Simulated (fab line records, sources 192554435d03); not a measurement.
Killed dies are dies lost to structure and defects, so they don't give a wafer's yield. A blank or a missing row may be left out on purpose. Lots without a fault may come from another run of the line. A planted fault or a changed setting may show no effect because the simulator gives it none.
fab line records | flow n5_finfet
record lots=7 wafers=21 last_day=16
route steps=1938 shown BEOL_M14@1767 BEOL_M15@1773 PASSIVATION@1936
lots that met no fault: from a run of the same line without faults
start_h: hours from the record's first day to the start of the lot's first wafer shown | wait_h: hours since the lot's step before | " the same as in the row above | L1.1+2: a row that stands for several wafers | - no value, or no start given | * or withheld: withheld | < > ~ a bound
route shown NAME@n: a module of which the file shows steps, and the number in the route of the first | usual: mean/standard deviation of fault-free wafers | same: alike in all rows | chamber/n: place in a boat | sites: the reading at each site | _std_site: their standard deviation | _edge_site: outer sites' mean less inner sites' | radius_mm: how far each site lies from the wafer's centre | mask NAME#n: copy n | behind: the tool/chamber that last shaped the wafer | hold: why the lot was held/for how many hours/how that ended | device: the transistor (n, p or np) that didn't switch | end of line: the same wafers' tests at the end of the route | a step without rows: its recipe alone | killed: dies lost to structure and defects at the first sort, not the wafer's yield | map: a wafer's dies, x killed, . not, _ none there
set.NAME: the setting as run; set.NAME@STEP: as run at that earlier step | model.NAME: the simulator's own value behind a step, which no gauge read
lots at some steps of the route; a table a step, a row a wafer
services: from which hour (start_h, from the record's first day; less than 0 if before it) a tool's chamber was out of use, for how many hours, and why
## steps
# step N5_BEOL_M14_CMP_49
# recipe stop_on=SiO2 t_overpolish_s=5.2 down_force_psi=2 platen_rpm=80 clearing_platen_down_force_psi=2 clearing_platen_rpm=80 post_cmp_clean=cu_alkaline target_thk_nm=560 clearing_platen_pad_velocity_m_s=1.5917 pad_velocity_m_s=1.5917
# usual barrier_field_endpoint_s=11.48/0.28 motor_current_A=7.8/0.74 overpolish_run_s=5.199/0.0086 time_to_endpoint_s=124/4.9
# columns lot.wafer tool chamber start_h wait_h barrier_field_endpoint_s motor_current_A overpolish_run_s time_to_endpoint_s
L624.4 cmp-01 1 255.18 0.2 11.50 6.9 5.193 124
L624.3 " 3 " " 11.46 8.8 5.184 125
L624.5 " 1 " " 11.52 6.7 5.205 124
L626.1 cmp-03 2 270.90 0.3 10.84 8.1 5.197 118
L626.4 " 0 " " 11.37 8.0 5.197 128
L626.5 " 1 " " 11.19 8.1 5.199 122
L628.1 cmp-02 2 279.28 0.3 10.98 7.4 5.190 117
L628.2 " 0 " " 11.07 7.3 5.204 113
L628.5 " 2 " " 11.17 8.3 5.206 115
L632.1 cmp-01 3 297.14 0.3 11.66 8.8 5.191 130
L632.4 " 2 " " 11.66 7.5 5.194 127
L632.6 " 0 " " 11.41 6.2 5.202 123
L633.2 cmp-01 0 319.67 0.2 11.64 6.6 5.202 125
L633.4 " 2 " " 11.54 8.0 5.203 125
L633.5 " 0 " " 11.32 6.1 5.206 122
L636.3 cmp-01 0 329.45 0.2 11.64 6.7 5.202 125
L636.4 " 1 " " 11.94 6.8 5.191 129
L636.1 " 3 " " 11.95 9.3 5.191 130
L641.1 cmp-02 2 368.61 0.3 11.29 8.5 5.206 121
L641.3 " 0 " " 11.32 7.2 5.197 122
L641.5 " 2 " " 11.20 8.2 5.209 123
# step N5_BEOL_M14_THK_MEAS_50
# recipe thk_meas_gauge=xrf reads=Cu_of_BEOL_M14_ECD_47
# usual M14_THK=568/15
# columns lot.wafer tool chamber start_h wait_h M14_THK[nm]
L624.3 film_metro-01 - 255.43 - 560
L624.4 " - " " 564
L624.5 " - " " 566
L626.1 film_metro-02 - 271.16 - 569
L626.4 " - " " 544
L626.5 " - " " 549
L628.1 film_metro-01 - 279.57 - 581
L628.2 " - " " 582
L628.5 " - " " 584
L632.1 film_metro-02 - 297.44 - 574
L632.4 " - " " 570
L632.6 " - " " 560
L633.2 film_metro-02 - 319.93 - 590
L633.4 " - " " 595
L633.5 " - " " 562
L636.1 film_metro-02 - 329.74 - 578
L636.3 " - " " 565
L636.4 " - " " 549
L641.1 film_metro-02 - 368.90 - 572
L641.3 " - " " 560
L641.5 " - " " 558
# step N5_BEOL_M14_PRE_CLEAN_52
# recipe gas=NH3 time_s=15 temp_c=withheld rf_power_w=300
# step N5_BEOL_M14_DEP_53
# recipe material=SiCN target_thk_a=500 temp_c=withheld precursor=3MS/NH3 pressure_torr=3 rf_w=675 time_s=17.8
# usual showerhead_plenum_p_Torr=4.156/0.018 throttle_valve_pct=18.2/0.84
# columns lot.wafer tool chamber start_h wait_h showerhead_plenum_p_Torr throttle_valve_pct
L624.3 pecvd-04 0 255.50 0.0 4.198 18.6
L624.4 " 2 " " 4.141 17.4
L624.5 " 1 " " 4.176 18.2
L626.1 pecvd-02 2 271.22 0.0 4.133 17.3
L626.4 " 1 " " 4.151 17.4
L626.5 " 2 " " 4.132 17.3
L628.1 pecvd-02 2 279.63 0.0 4.135 17.4
L628.2 " 0 " " 4.146 18.8
L628.5 " 2 " " 4.131 17.7
L632.1 pecvd-03 0 297.50 0.0 4.171 19.2
L632.4 " 0 " " 4.188 19.1
L632.6 " 2 " " 4.158 16.9
L633.2 pecvd-02 2 319.99 0.0 4.143 17.9
L633.4 " 2 " " 4.135 17.6
L633.5 " 0 " " 4.139 18.6
L636.1 pecvd-03 0 329.81 0.0 4.171 19.5
L636.3 " 2 " " 4.156 17.0
L636.4 " 1 " " 4.137 19.5
L641.1 pecvd-04 0 368.97 0.0 4.192 19.0
L641.3 " 2 " " 4.144 17.2
L641.5 " 2 " " 4.143 17.5
# step N5_BEOL_M14_RS_MEAS_54
# recipe thk_meas_gauge=four-point-probe reads=Cu_of_BEOL_M14_ECD_47+Ta_of_BEOL_M14_SPUTTER_44+TaN_of_BEOL_M14_SPUTTER_43
# usual M14_RS=0.0334/0.00082
# columns lot.wafer tool chamber start_h wait_h M14_RS[ohm/sq]
L624.3 film_metro-02 - 255.56 0.1 0.0338
L624.4 " - " " 0.0335
L624.5 " - " " 0.0335
L626.1 film_metro-01 - 271.29 0.0 0.0330
L626.4 " - " " 0.0344
L626.5 " - " " 0.0341
L628.1 film_metro-01 - 279.70 0.0 0.0333
L628.2 " - " " 0.0332
L628.5 " - " " 0.0332
L632.1 film_metro-02 - 297.56 0.0 0.0329
L632.4 " - " " 0.0329
L632.6 " - " " 0.0336
L633.2 film_metro-02 - 320.06 0.1 0.0323
L633.4 " - " " 0.0318
L633.5 " - " " 0.0340
L636.1 film_metro-02 - 329.87 0.0 0.0324
L636.3 " - " " 0.0332
L636.4 " - " " 0.0341
L641.1 film_metro-02 - 369.03 0.0 0.0329
L641.3 " - " " 0.0337
L641.5 " - " " 0.0335
# step N5_BEOL_M14_INSPECT_55
# recipe inspect_instrument=darkfield mode=post_dep
# usual raw_defect_count=71/21
# columns lot.wafer tool chamber start_h wait_h raw_defect_count
L624.3 defect_inspect-01 - 255.59 0.0 82
L624.4 " - " " 55
L624.5 " - " " 71
L626.1 defect_inspect-02 - 271.31 0.0 55
L626.4 " - " " 38
L626.5 " - " " 68
L628.1 defect_inspect-01 - 279.73 0.0 59
L628.2 " - " " 87
L628.5 " - " " 74
L632.1 defect_inspect-02 - 297.59 0.0 104
L632.4 " - " " 81
L632.6 " - " " 77
L633.2 defect_inspect-01 - 320.08 0.0 102
L633.4 " - " " 95
L633.5 " - " " 76
L636.1 defect_inspect-01 - 329.90 0.0 75
L636.3 " - " " 71
L636.4 " - " " 70
L641.1 defect_inspect-02 - 369.06 0.0 103
L641.3 " - " " 55
L641.5 " - " " 57
# step N5_BEOL_M15_ILD_DEP_00
# recipe material=SiO2 target_thk_a=16293 temp_c=400 precursor=TEOS/O2 pressure_torr=6.5 rf_w=900 teos_flow_sccm=161.4 gas=O2 flow_sccm=2650 time_s=346.1
# usual heater_power_w=535/99 showerhead_plenum_p_Torr=8.35/0.036 throttle_valve_pct=18.3/0.77
# columns lot.wafer tool chamber start_h wait_h heater_power_w showerhead_plenum_p_Torr throttle_valve_pct
L624.3 pecvd-02 1 255.63 0.0 427 8.35 18.6
L624.4 " 0 " " 417 8.31 19.4
L624.5 " 1 " " 525 8.32 18.0
L626.1 pecvd-02 1 271.35 0.0 447 8.35 18.3
L626.4 " 2 " " 509 8.30 17.8
L626.5 " 0 " " 419 8.32 19.3
L628.1 pecvd-02 2 279.76 0.0 644 8.31 18.0
L628.2 " 0 " " 550 8.32 19.1
L628.5 " 1 " " 532 8.33 18.1
L632.1 pecvd-01 0 297.63 0.0 582 8.38 17.1
L632.4 " 2 " " 559 8.36 18.7
L632.6 " 2 " " 689 8.36 18.6
L633.2 pecvd-04 0 320.12 0.0 541 8.44 19.6
L633.4 " 1 " " 531 8.36 18.9
L633.5 " 2 " " 443 8.31 17.8
L636.1 pecvd-02 1 329.94 0.0 452 8.35 18.2
L636.3 " 0 " " 540 8.30 19.2
L636.4 " 0 " " 424 8.32 19.3
L641.1 pecvd-02 1 369.10 0.0 457 8.34 18.1
L641.3 " 0 " " 507 8.31 19.1
L641.5 " 1 " " 532 8.35 18.4
# step N5_BEOL_M15_THK_MEAS_01
# recipe reads=SiO2_of_BEOL_M15_ILD_DEP_00
# usual M15_ILD_THK=1631/21
# columns lot.wafer tool chamber start_h wait_h M15_ILD_THK[nm]
L624.3 film_metro-01 - 255.88 0.1 1637
L624.4 " - " " 1662
L624.5 " - " " 1680
L626.1 film_metro-02 - 271.60 0.1 1629
L626.4 " - " " 1644
L626.5 " - " " 1629
L628.1 film_metro-02 - 280.01 0.1 1662
L628.2 " - " " 1612
L628.5 " - " " 1663
L632.1 film_metro-02 - 298.00 0.3 1633
L632.4 " - " " 1656
L632.6 " - " " 1663
L633.2 film_metro-02 - 320.37 0.1 1622
L633.4 " - " " 1630
L633.5 " - " " 1631
L636.1 film_metro-02 - 330.19 0.1 1643
L636.3 " - " " 1627
L636.4 " - " " 1656
L641.1 film_metro-01 - 369.35 0.1 1644
L641.3 " - " " 1657
L641.5 " - " " 1668
# step N5_BEOL_M15_COAT_58
# recipe resist=BARC temp_c=205 time_s=60 spin_rpm=1500 resist_thk_nm=89
# step N5_BEOL_M15_COAT_04
# recipe spin_rpm=1704 resist_thk_nm=800
# step N5_BEOL_M15_EBR_06
# recipe solvent=PGMEA ebr_width_mm=1.5
# step N5_BEOL_M15_SOFTBAKE_05
# recipe temp_c=130 time_s=60
# step N5_BEOL_M15_EXPOSE_07
# recipe mask_id=V14 na=0.8 source_shape=annular sigma_inner=0.5 sigma_outer=0.8 polarization=unpolarized attpsm_phase_deg=180 dose_mj=41.25
# usual exposure_dose_mJ_cm2=41.47/0.26 reticle_temp_C=22.98/0.1
# columns lot.wafer tool chamber start_h wait_h mask exposure_dose_mJ_cm2 reticle_temp_C
L624.3 krf_scanner-01 0 256.02 - V14#0 41.28 23.19
L624.4 " 0 " " V14#0 41.25 23.09
L624.5 " 0 " " V14#0 41.21 22.93
L626.1 krf_scanner-01 0 271.73 - V14#0 41.19 22.88
L626.4 " 0 " " V14#0 41.21 22.99
L626.5 " 0 " " V14#0 41.18 22.82
L628.1 krf_scanner-01 0 280.14 - V14#0 38.03 23.05
L628.2 " 0 " " V14#0 38.04 22.94
L628.5 " 0 " " V14#0 38.00 22.93
L632.1 krf_scanner-01 0 298.26 - V14#0 39.18 22.76
L632.4 " 0 " " V14#0 39.19 22.81
L632.6 " 0 " " V14#0 39.25 22.85
L633.2 krf_scanner-01 0 320.63 - V14#0 39.69 22.97
L633.4 " 0 " " V14#0 39.71 22.99
L633.5 " 0 " " V14#0 39.68 23.01
L636.1 krf_scanner-02 0 330.32 - V14#0 41.15 23.05
L636.3 " 0 " " V14#0 41.15 22.93
L636.4 " 0 " " V14#0 41.21 22.86
L641.1 krf_scanner-02 0 369.60 - V14#0 41.29 23.19
L641.3 " 0 " " V14#0 41.27 23.18
L641.5 " 0 " " V14#0 41.24 23.10
# step N5_BEOL_M15_PEB_08
# recipe peb_temp_c=130 peb_time_s=90
# step N5_BEOL_M15_DEVELOP_09
# recipe develop_time_s=45 rinse_liquid=diw dry=air_spin dev_temp_c=21
# step N5_BEOL_M15_HARDBAKE_14
# recipe temp_c=130 time_s=120
# step N5_BEOL_M15_CD_MEAS_10
# recipe target_cd_nm=360 landing_energy_ev=500 detector=se_inlens polarity=opening
# usual cd_nm=360.4/1.9
# columns lot.wafer tool chamber start_h wait_h cd_nm
L624.3 cd_sem-03 0 256.18 - 363.5
L624.4 " 0 " " 360.6
L624.5 " 0 " " 361.6
L626.1 cd_sem-03 0 271.91 - 359.5
L626.4 " 0 " " 357.6
L626.5 " 0 " " 360.3
L628.1 cd_sem-02 0 280.32 - 346.4
L628.2 " 0 " " 347.2
L628.5 " 0 " " 344.9
L632.1 cd_sem-02 0 298.43 - 354.7
L632.4 " 0 " " 350.6
L632.6 " 0 " " 352.6
L633.2 cd_sem-02 0 320.80 - 350.4
L633.4 " 0 " " 351.6
L633.5 " 0 " " 349.2
L636.1 cd_sem-02 0 330.49 - 362.8
L636.3 " 0 " " 362.4
L636.4 " 0 " " 363.0
L641.1 cd_sem-01 0 369.77 - 361.1
L641.3 " 0 " " 360.3
L641.5 " 0 " " 361.4
# step N5_BEOL_M15_OVL_MEAS_11
# recipe points_per_wafer=44
# usual V14_OVL=2/7.6
# columns lot.wafer tool chamber start_h wait_h V14_OVL[nm]
L624.3 overlay-01 0 256.21 0.0 -13
L624.4 " 0 " " -20
L624.5 " 0 " " -6
L626.1 overlay-02 0 271.94 0.0 -2
L626.4 " 0 " " -2
L626.5 " 0 " " -5
L628.1 overlay-01 0 280.35 0.0 3
L628.2 " 0 " " -1
L628.5 " 0 " " 0
L632.1 overlay-01 0 298.46 0.0 -7
L632.4 " 0 " " 2
L632.6 " 0 " " -1
L633.2 overlay-02 0 320.83 0.0 -2
L633.4 " 0 " " 5
L633.5 " 0 " " -2
L636.1 overlay-01 0 330.52 0.0 10
L636.3 " 0 " " 12
L636.4 " 0 " " 12
L641.1 overlay-01 0 369.81 0.0 22
L641.3 " 0 " " 15
L641.5 " 0 " " 23
# step N5_PASSIVATION_PROBE_49
# usual defect_limited_yield=91.4/1.5 killed_at_M0_to_M3=35/11 killed_at_M4_up=16/7 killed_at_contacts=11/5.3 killed_at_front_end=37/11 killed_at_other=3.1/2.8 killed_dies=102/18 killed_on_rim=13/3.7 killed_open=69/15 killed_short=31/7.8 sort_bin_5_function=5.1/1.1 sort_bin_6_memory=3.2/0.69 sort_n_pass=1078/18 sort_yield_pct=91.4/1.5
# same gross_dies=1180 killed_at_back_side=0 sort_bin_4_leakage[%]=0 sort_bin_8_speed[%]=0
# columns lot.wafer tool chamber start_h wait_h defect_limited_yield[%] killed_at_M0_to_M3 killed_at_M4_up killed_at_contacts killed_at_front_end killed_at_other killed_dies killed_on_rim killed_open killed_short sort_bin_5_function[%] sort_bin_6_memory[%] sort_n_pass sort_yield_pct[%]
L636.1 prober-02 - 350.79 0.0 90.0 55 24 5 31 3 118 10 90 28 5.9 3.7 1062 90.0
L636.3 prober-02 - 350.89 0.1 90.3 45 22 14 30 3 114 20 82 30 5.6 3.9 1066 90.3
# killed by level:class
L636.1 BEOL_M1:geometric_particle:open=21 BEOL_M4:geometric_particle:open=16 BEOL_M3:geometric_particle:open=14 STI_FIN_REVEAL:geometric_particle:open=8 BEOL_M0_SAQP:geometric_particle:short=6 FIN_SAQP:geometric_particle:short=5 BEOL_M0_SAQP:geometric_particle:open=5 DUMMY_GATE:geometric_particle:open=4
L636.3 BEOL_M4:geometric_particle:open=13 BEOL_M2:geometric_particle:open=11 MOL_CONTACT_COAG:geometric_particle:open=10 FIN_SAQP:geometric_particle:open=9 BEOL_M0_SAQP:geometric_particle:short=8 BEOL_M1:geometric_particle:open=8 BEOL_M3:geometric_particle:open=7 BEOL_M0_SAQP:geometric_particle:open=5
## services
# columns tool chamber start_h hours kind
cmp-02 - 231.24 1.0 repair
pecvd-03 1 236.93 4.2 repair
pecvd-01 - 249.84 0.6 repair
cmp-02 - 263.74 0.5 repair
pecvd-01 - 269.73 1.0 repair
pecvd-04 - 270.16 2.9 repair
krf_scanner-01 - 272.11 3.6 pm
krf_scanner-01 - 277.12 1.3 pm
cmp-01 - 278.69 4.5 pm
krf_scanner-02 - 279.21 1.0 pm
cmp-02 - 281.88 4.0 pm
pecvd-04 2 282.31 4.7 repair
pecvd-04 - 290.23 1.7 repair
cmp-02 - 297.47 12.5 pm
cmp-03 - 297.55 4.0 pm
krf_scanner-01 - 299.65 1.0 pm
cmp-03 - 316.37 1.2 repair
cmp-03 - 333.87 1.7 repair
cmp-02 - 336.83 7.2 pm
cmp-03 - 346.48 0.3 repair
pecvd-01 - 357.40 1.4 repair
cmp-01 - 359.86 4.4 pm
krf_scanner-02 - 361.94 0.8 pm
cmp-03 - 364.83 0.5 repair
## key
first_sign step=N5_BEOL_M15_EXPOSE_07 reading=exposure_dose_mJ_cm2 direction=down sigmas=9.5 usual=41.47 struck=38.97
effect step=N5_BEOL_M15_CD_MEAS_10 reading=cd_nm direction=down sigmas=5.6 usual=360.4 struck=349.7 through=control_loop
met_at N5_BEOL_M15_EXPOSE_07
struck_wafers L628.1,L628.2,L628.5,L632.1,L632.4,L632.6,L633.2,L633.4,L633.5
loop_trim step=N5_BEOL_M15_EXPOSE_07 setting=dose lots=L632,L633
onset_between 271.73 280.14
fault kind=process_parameter_drift tool=krf_scanner-01 chamber=- onset_h=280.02 steps=N5_BEOL_M15_EXPOSE_07 channel=dose_mj offset=-3.1893 shape=step acts_in=these_recipes_only stated=41.25
# loop_trim: a control loop set the setting to another value than it would have without faults
